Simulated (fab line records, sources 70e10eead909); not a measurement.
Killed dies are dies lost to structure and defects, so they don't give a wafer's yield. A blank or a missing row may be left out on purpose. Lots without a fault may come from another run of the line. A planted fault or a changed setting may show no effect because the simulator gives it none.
A struck lot beside a sound one | flow nand_harc | 40 steps out of a route of 1302
Sound: wafers L761.2, L761.3, L761.5. Struck: wafer L764.3. (L764.5, L764.6 of the same lot were not struck and are left out.) The cause comes at the end.
At each step with rows: each side's tool, then ch and its chambers, then its first start. Under that, the readings that differ: sound wafers | struck wafers | difference of the means | sigmas: that difference in standard deviations of wafers without a fault.
alike: readings whose means differ by less than 2 such deviations, and words and numbers that are the same on both sides. not compared: withheld readings, readings that some wafer has no value for, bounds like >300 that may hide the same value, and numbers for which the record gives no deviation and whose values overlap.
The two part at a step that has a row with sigmas, a row that says differs or no value, or rows on one side only. Numbers that don't overlap but have no deviation are shown without sigmas and don't part them. A reading that every wafer of one side lacks parts them only if that side has two wafers or more.

first, 1 step without rows for these wafers: NHARC_P_M0_PRE_CLEAN_29 (time 30 s).
NHARC_P_M0_PVD_20: deposits TaN, target thk 5 nm, time 8.06 s.
  sound on pvd_sputter-02; struck on pvd_sputter-03
  alike: throttle_valve_pct
then, 2 steps without rows for these wafers: NHARC_P_M0_PVD_21 (deposits Cu, target thk 30 nm, time 20.49 s); NHARC_P_M0_ECD_22 (material Cu, target thk 400 nm).
NHARC_P_M0_ANNEAL_30: time 90 s.
  sound on rtp_anneal-01 ch 0, day 8 07:41; struck on rtp_anneal-02 ch 0, day 9 11:01
  alike: anneal_temp_c_max, wafer_temp_C_max
then, 1 step without rows for these wafers: NHARC_P_M0_CMP_23 (polishes, t overpolish 20 s, target thk 117.54 nm).
NHARC_P_M0_THK_MEAS_24: measures by xrf.
  sound on film_metro-02, day 8 08:18; struck on film_metro-01, day 9 11:35
  alike: thk_nm
then, 1 step without rows for these wafers: NHARC_P_M0_SRD_25.
NHARC_P_M0_INSPECT_27:
  sound on defect_inspect-01, day 8 08:28; struck on defect_inspect-02, day 9 11:44
  alike: raw_defect_count
then, 1 step without rows for these wafers: NHARC_P_M0_PRE_CLEAN_31 (time 12 s).
NHARC_P_M0_DEP_32: deposits SiCN, target thk 30 nm.
  sound on pecvd-02 ch 0,2, day 8 08:36; struck on pecvd-03 ch 2, day 9 11:55
  alike: heater_power_w
  not compared: since_wet_clean_h
NHARC_P_M1_DEP_00: deposits SiOC, target thk 182.5 nm.
  sound on pecvd-04 ch 0,2, day 8 09:01; struck on pecvd-04 ch 1, day 9 12:23
  not compared: since_wet_clean_h
then, 9 steps without rows for these wafers: NHARC_P_M1_DEHYDRATE_01 (time 120 s); NHARC_P_M1_HMDS_02 (time 30 s); NHARC_P_M1_COAT_34 (time 65 s); NHARC_P_M1_COAT_03 (resist thk 90 nm); NHARC_P_M1_SOFTBAKE_04 (time 55 s); NHARC_P_M1_EBR_05; NHARC_P_M1_EXPOSE_06 (exposes mask P M1, target cd 130 nm); NHARC_P_M1_PEB_07 (peb time 65 s); NHARC_P_M1_DEVELOP_08 (develop time 35 s).
NHARC_P_M1_CD_MEAS_09: target cd 130 nm.
  sound on cd_sem-03 ch 0, day 8 09:44; struck on cd_sem-03 ch 0, day 9 13:08
  alike: cd_nm
NHARC_P_M1_OVL_MEAS_10: pitch 260 nm.
  sound on overlay-02, day 8 09:49; struck on overlay-01, day 9 13:13
  alike: overlay_x_nm, overlay_y_nm
NHARC_P_M1_INSPECT_11:
  sound on defect_inspect-01, day 8 09:51; struck on defect_inspect-01, day 9 13:16
  alike: raw_defect_count
then, 3 steps without rows for these wafers: NHARC_P_M1_DESCUM_14 (chemistry O2, time 3 s); NHARC_P_M1_ETCH_35 (etches the open film in N2/H2, target depth 40 nm, overetch 12 nm, time 43.94 s); NHARC_P_M1_ETCH_15 (etches the open film in C4F8/Ar, target depth 182.5 nm, time 91.2 s).
NHARC_P_M1_CD_MEAS_16:
  sound on cd_sem-03, day 8 10:13; struck on cd_sem-02, day 9 13:38
  alike: cd_nm
then, 1 step without rows for these wafers: NHARC_P_M1_STRIP_18 (strips in N2/H2).
NHARC_P_M1_ETCH_28: etches the open film in CF4/N2, target depth 30 nm, time 72.99 s.
  sound on rie_diel-12 ch 0,3; struck on rie_diel-09 ch 2
  alike: drypump_motor_current_A, oes_product_au, rf_vpp_V, showerhead_plenum_p_Torr, throttle_valve_pct
  not compared: rf_hours_counter_h
then, 1 step without rows for these wafers: NHARC_P_M1_STRIP_19 (strips in post etch residue remover, time 600 s).
NHARC_P_M1_DEGAS_29: time 60 s.
  sound on pvd_sputter-02, day 8 10:56; struck on pvd_sputter-03, day 9 14:20
  alike: heater_power_w
then, 7 steps without rows for these wafers: NHARC_P_M1_PRE_CLEAN_30 (time 30 s); NHARC_P_M1_PVD_20 (deposits TaN, target thk 5 nm, time 8.06 s); NHARC_P_M1_PVD_21 (deposits Cu, target thk 30 nm, time 20.49 s); NHARC_P_M1_ECD_22 (material Cu, target thk 400 nm); NHARC_P_M1_ANNEAL_31 (time 90 s); NHARC_P_M1_CMP_23 (polishes, t overpolish 20 s, target thk 157.82 nm); NHARC_P_M1_SRD_25.
-- the record jumps here: 18 days lie between the struck wafers' starts before and after (it left off in module P_M1 and takes up again in module END, whose first step shown is number 1302 of the route) --
NHARC_END_SORT_01:
  the record has rows for the struck wafers here (prober-02 ch 0, day 28 01:10) and none for the sound ones

WHERE THEY PART
Only at NHARC_END_SORT_01, within this record.

WHY: what the simulator had put in
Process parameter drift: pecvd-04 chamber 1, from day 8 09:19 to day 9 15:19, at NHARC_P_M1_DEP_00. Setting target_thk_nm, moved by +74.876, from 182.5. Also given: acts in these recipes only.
